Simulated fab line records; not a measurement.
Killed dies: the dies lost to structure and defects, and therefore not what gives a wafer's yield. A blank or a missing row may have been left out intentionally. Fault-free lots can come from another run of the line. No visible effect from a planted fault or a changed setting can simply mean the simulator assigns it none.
Split-lot trial ; flow n5_finfet ; 21 wafers read from 7 lots, route of 1938 steps

== ON THE SPLIT ==
At N5_MOL_CONTACT_COAG_ALD_133 (deposits SiO2, target thk 5 nm, pulse time 1 s, co reactant pulse time 1 s), the setting ald_cycles was moved away from the recipe's 35 on 8 of the 21 wafers read, by -8.6% to +11.4%. For the rest of the wafers, this setting stayed at what the recipe calls for.

The reading comes from the split's own step.

== THE READING ==
SiO2_of_MOL_CONTACT_COAG_ALD_133.thk_nm (the simulator's own value, which no gauge read), in nm, at N5_MOL_CONTACT_COAG_ALD_133 (deposits SiO2, target thk 5 nm, pulse time 1 s, co reactant pulse time 1 s). There is no usual value for it anywhere in the file.

wafer;tool, chamber at the split;ald_cycles as run;against the recipe;SiO2_of_MOL_CONTACT_COAG_ALD_133.thk_nm, nm;against lot-mates on the recipe
L078.4;ald_sin-01, 2,1;37;+5.7%;5.2;+0.2
L078.6;ald_sin-01, 2,1;37;+5.7%;5.2;+0.2
L078.5;ald_sin-01, 0;35;recipe;5;-
L080.3;ald_sin-02, 1,3,0;35;recipe;5;-
L080.4;ald_sin-02, 1,3,0;35;recipe;5;-
L080.5;ald_sin-02, 1,3,0;35;recipe;5;-
L081.1;ald_sin-01, 2,1;33;-5.7%;4.8;-0.2
L081.2;ald_sin-01, 2,1;33;-5.7%;4.8;-0.2
L081.5;ald_sin-01, 2;35;recipe;5;-
L084.1;ald_sin-03, 0;35;recipe;5;-
L084.4;ald_sin-03, 2;39;+11.4%;5.6;+0.6
L084.5;ald_sin-03, 2;39;+11.4%;5.6;+0.6
L093.1;ald_sin-01, 1,3,1;35;recipe;5;-
L093.3;ald_sin-01, 1,3,1;35;recipe;5;-
L093.6;ald_sin-01, 1,3,1;35;recipe;5;-
L096.3;ald_sin-01, 3,2,0;35;recipe;5;-
L096.4;ald_sin-01, 3,2,0;35;recipe;5;-
L096.5;ald_sin-01, 3,2,0;35;recipe;5;-
L097.1;ald_sin-03, 0,2;32;-8.6%;4.6;-0.4
L097.3;ald_sin-03, 0,2;32;-8.6%;4.6;-0.4
L097.6;ald_sin-03, 0;35;recipe;5;-
If several chambers appear in one row, that row covers several wafers at once and the file leaves open which wafer was in which chamber.

FIT RESULTS
A straight line over all 21 wafers: SiO2_of_MOL_CONTACT_COAG_ALD_133.thk_nm changes by +0.0466 nm for each +1% of ald_cycles; r = +0.99; the points scatter about the line by 0.037 nm.
The same after taking each lot's own level away (the mean of its wafers on the recipe; 21 wafers): +0.0466 nm for each +1%; r = +0.99; scatter 0.037 nm.
The reading moves by 0.53 nm for the largest change in ald_cycles, on that fit.
The lots' own levels span 5.00 to 5.00 nm.
So the lot-to-lot level changes the slope little: the two slopes agree.
Check: with one of the wafers moved furthest among these (+11.4%) left out of the fit, the line predicts +0.515 nm for it against its lot-mates. It came out at +0.6 nm against them.

== THESE WAFERS: OTHER SPLITS ==
Before the reading, these wafers also passed through other splits. Each is held against what the fit with the lots' levels taken away leaves over:
other split on the same wafers;wafers away from the commonest value;r with SiO2_of_MOL_CONTACT_COAG_ALD_133.thk_nm (lot level and that fit taken away)
N5_SDB_EXPOSE_08 dose_mj;5;+0.03
N5_HKMG_FIN_ETCH_54 source_w;9;+0.40
N5_HKMG_FIN_ETCH_58 bias_w;4;+0.32
N5_HKMG_FIN_EXPOSE_09 dose_mj;8;+0.23
N5_MOL_CONTACT_COAG_ETCH_106 source_w;12;+0.11
N5_MOL_CONTACT_COAG_CONTACT_ETCH_14 source_w;9;-0.11
N5_MOL_CONTACT_COAG_ALD_27 time_s;7;+0.28
N5_MOL_CONTACT_COAG_ALD_123 ald_cycles;10;+0.19

== FILE'S OWN FIT ==
SiO2_of_MOL_CONTACT_COAG_ALD_133.thk_nm changes by +0.0467 nm for each +1% of ald_cycles, r = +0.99.
